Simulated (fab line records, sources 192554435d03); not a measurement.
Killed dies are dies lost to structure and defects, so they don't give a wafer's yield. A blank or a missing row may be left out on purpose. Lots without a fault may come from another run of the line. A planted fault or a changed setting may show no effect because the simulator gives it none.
Chamber matching | flow n5_finfet | N5_BEOL_M11_ETCH_61 on rie_diel-05: 4 sister chambers
The step etches SiARC in CF4, target depth 39 nm, time 65 s. 18 wafers are shown with their chamber, then 9 later ones without.

WAFERS WITH THEIR CHAMBER
wafer  | chamber | drypump_motor_current_A (A) | showerhead_plenum_p_Torr (Torr) | oes_product_au (a.u.)
L076.1 | 0       | 5.0                         | 2.22                            | 0.63
L076.2 | 1       | 6.0                         | 2.13                            | 0.62
L076.3 | 2       | 5.3                         | 2.09                            | 0.74
L076.4 | 3       | 5.8                         | 2.22                            | 0.62
L076.5 | 3       | 5.8                         | 2.22                            | 0.63
L076.6 | 0       | 5.0                         | 2.22                            | 0.63
L079.4 | 1       | 5.9                         | 2.13                            | 0.62
L079.5 | 2       | 5.3                         | 2.09                            | 0.73
L079.6 | 3       | 5.8                         | 2.21                            | 0.62
L082.1 | 3       | 5.8                         | 2.21                            | 0.61
L082.5 | 2       | 5.3                         | 2.09                            | 0.72
L082.6 | 3       | 5.8                         | 2.21                            | 0.61
L085.3 | 1       | 5.9                         | 2.12                            | 0.61
L085.4 | 0       | 5.0                         | 2.21                            | 0.62
L085.5 | 2       | 5.3                         | 2.09                            | 0.71
L089.3 | 3       | 5.8                         | 2.21                            | 0.61
L089.4 | 1       | 6.0                         | 2.12                            | 0.61
L089.6 | 1       | 6.0                         | 2.12                            | 0.61

SIGNATURES (means of the wafers above)
reading                  | chamber 0 | chamber 1 | chamber 2 | chamber 3 | scatter within a chamber
drypump_motor_current_A  | 5.000     | 5.960     | 5.300     | 5.800     | 0.0293
showerhead_plenum_p_Torr | 2.2167    | 2.1240    | 2.0900    | 2.2133    | 0.00478
oes_product_au           | 0.6267    | 0.6140    | 0.7250    | 0.6167    | 0.00854
Rule: a wafer's distance from a chamber is the root of the sum, over the readings, of the square of ((its reading less the chamber's mean) divided by the reading's scatter). The wafer belongs to the nearest chamber; if the next one is less than 2 further off, it can't be placed. The scatter: the root of (the sum of the squares of (reading less its chamber's mean) over the shown wafers, divided by (wafers less chambers)).

WAFERS WITHOUT THEIR CHAMBER
wafer  | drypump_motor_current_A (A) | showerhead_plenum_p_Torr (Torr) | oes_product_au (a.u.)
L094.2 | 5.8                         | 2.21                            | 0.61
L094.4 | 5.3                         | 2.08                            | 0.70
L094.5 | 6.0                         | 2.12                            | 0.61
L095.1 | 6.0                         | 2.12                            | 0.62
L095.3 | 5.0                         | 2.20                            | 0.61
L095.6 | 5.3                         | 2.08                            | 0.70
L096.2 | 5.8                         | 2.20                            | 0.60
L096.4 | 5.0                         | 2.20                            | 0.60
L096.6 | 5.3                         | 2.08                            | 0.70

WHICH CHAMBER EACH WENT THROUGH
wafer  | from the rows above | in truth
L094.2 | 3                   | 3
L094.4 | 2                   | 2
L094.5 | 1                   | 1
L095.1 | 1                   | 1
L095.3 | 0                   | 0
L095.6 | 2                   | 2
L096.2 | 3                   | 3
L096.4 | 0                   | 0
L096.6 | 2                   | 2
Placed correctly: 9 of 9. Can't be placed from these rows: 0. Placed wrongly: 0.
